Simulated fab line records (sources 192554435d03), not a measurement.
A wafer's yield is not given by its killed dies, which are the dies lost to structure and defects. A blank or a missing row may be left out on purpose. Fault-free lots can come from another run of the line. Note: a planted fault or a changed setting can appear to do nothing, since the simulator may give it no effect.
Split-lot study | flow n5 finfet | 21 wafers read from 7 lots, route of 1938 steps

THE SPLIT ITSELF
At N5_BEOL_M2_COAT_62 (time 60 s, resist thk 12 nm), the setting spin rpm was moved away from the recipe's 1500 rpm on 10 of the 21 wafers read, by -11.1% to +9.2%. For the rest of the wafers, this setting stayed at what the recipe calls for.

FROM THE SPLIT TO THE READING: what the file shows between them, 5 steps
- N5_BEOL_M2_COAT_73: time 60 s, resist thk 5 nm
- N5_BEOL_M2_COAT_05: resist thk 30 nm
- N5_BEOL_M2_DESCUM_16: chemistry O2, time 7 s
- N5_BEOL_M2_ETCH_74: etches underlayer in N2/H2, target depth 6.5 nm, time 5.2 s
- N5_BEOL_M2_ETCH_63: etches SiARC in CF4, target depth 15.6 nm, time 26 s

THE READING
SiARC_of_BEOL_M2_COAT_62.thk nm (the simulator's own value, which no gauge read), in nm, at N5_BEOL_M2_ETCH_64 (etches SOC in N2/H2, target depth 75 nm, overetch 22.5 nm, time 121.9 s). The file gives no usual value for it. Across the 11 wafers here that went through the recipe, the average is 6.4 nm and the standard deviation 0.16 nm.

wafer  | tool, chamber at the split | spin rpm as run, rpm | against the recipe | SiARC_of_BEOL_M2_COAT_62.thk nm, nm | against lot-mates on the recipe
L074.1 | litho track-03, 0          | 1500                 | recipe             | 6.2                                 | -
L074.3 | litho track-03, 0          | 1500                 | recipe             | 6.4                                 | -
L074.4 | litho track-03, 0          | 1638                 | +9.2%              | 5.8                                 | -0.5
L079.1 | litho track-03, 0          | 1500                 | recipe             | 6.6                                 | -
L079.2 | litho track-03, 0          | 1589                 | +5.9%              | 6.2                                 | -0.3
L079.5 | litho track-03, 0          | 1500                 | recipe             | 6.4                                 | -
L084.3 | litho track-02, 0          | 1336                 | -10.9%             | 6.8                                 | +0.6
L084.4 | litho track-02, 0          | 1336                 | -10.9%             | 7.4                                 | +1.2
L084.6 | litho track-02, 0          | 1500                 | recipe             | 6.2                                 | -
L087.2 | litho track-05, 0          | 1500                 | recipe             | 6.4                                 | -
L087.4 | litho track-05, 0          | 1500                 | recipe             | 6.4                                 | -
L087.6 | litho track-05, 0          | 1500                 | recipe             | 6.6                                 | -
L088.2 | litho track-02, 0          | 1432                 | -4.5%              | 6.6                                 | +0.4
L088.5 | litho track-02, 0          | 1432                 | -4.5%              | 6.6                                 | +0.4
L088.6 | litho track-02, 0          | 1500                 | recipe             | 6.2                                 | -
L089.1 | litho track-02, 0          | 1333                 | -11.1%             | 7.2                                 | +0.6
L089.2 | litho track-02, 0          | 1333                 | -11.1%             | 7.2                                 | +0.6
L089.6 | litho track-02, 0          | 1500                 | recipe             | 6.6                                 | -
L091.3 | litho track-03, 0          | 1500                 | recipe             | 6.2                                 | -
L091.4 | litho track-03, 0          | 1457                 | -2.9%              | 6.6                                 | +0.4
L091.6 | litho track-03, 0          | 1457                 | -2.9%              | 6.8                                 | +0.6

FIT RESULTS
A straight line over all 21 wafers: SiARC_of_BEOL_M2_COAT_62.thk nm changes by -0.0648 nm for each +1% of spin rpm; r = -0.90; the points scatter about the line by 0.17 nm.
The same after taking each lot's own level away (the mean of its wafers on the recipe; 21 wafers): -0.0656 nm for each +1%; r = -0.91; scatter 0.17 nm.
On that fit, the largest move of spin rpm shifts the reading by 0.73 nm.
Measured against the standard deviation above, the lots' own levels, which go from 6.20 to 6.60 nm, span 2.5 times it.
Consequently the slope shifts little with the lot-to-lot level, the two slopes agreeing.
Check: for one of the wafers moved furthest among these (-11.1%), held out of the fit, the line's prediction against its lot-mates is +0.827 nm. It came out at +0.6 nm against them.

ADDITIONAL SPLITS CARRIED BY THESE WAFERS
Before the reading, these wafers also passed through other splits. Each is held against what the fit with the lots' levels taken away leaves over:
other split on the same wafers            | wafers away from the commonest value | r with SiARC_of_BEOL_M2_COAT_62.thk nm (lot level and that fit taken away)
N5_MOL_CONTACT_COAG_CMP_28 down force psi | 5                                    | +0.19
N5_MOL_CONTACT_COAG_COAT_76 spin rpm      | 6                                    | +0.06
N5_BEOL_M0_SAQP_ETCH_88 source w          | 8                                    | +0.05
N5_BEOL_M1_PECVD_72 time s                | 3                                    | -0.12
N5_BEOL_M1_COAT_05 spin rpm               | 7                                    | -0.22

THE WHOLE CHAIN: every reading that the file lists as answering this split, in the file's order
step               | what it does                                                            | reading                                                                          | change (the file's fit)                | r (the file's)
N5_BEOL_M2_COAT_62 | time 60 s, resist thk 12 nm                                             | SiARC_of_BEOL_M2_COAT_62.thk nm (the simulator's own value, which no gauge read) | -0.0642 nm for each +1% of the setting | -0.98
N5_BEOL_M2_ETCH_63 | etches SiARC in CF4, target depth 15.6 nm, time 26 s                    | etch.depth nm (the simulator's own value, which no gauge read)                   | -0.0598 nm for each +1% of the setting | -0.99
N5_BEOL_M2_ETCH_64 | etches SOC in N2/H2, target depth 75 nm, overetch 22.5 nm, time 121.9 s | SiARC_of_BEOL_M2_COAT_62.thk nm (the simulator's own value, which no gauge read) | -0.0667 nm for each +1% of the setting | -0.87

FILE'S OWN FIT
SiARC_of_BEOL_M2_COAT_62.thk nm changes by -0.0667 nm for each +1% of spin rpm, r = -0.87.
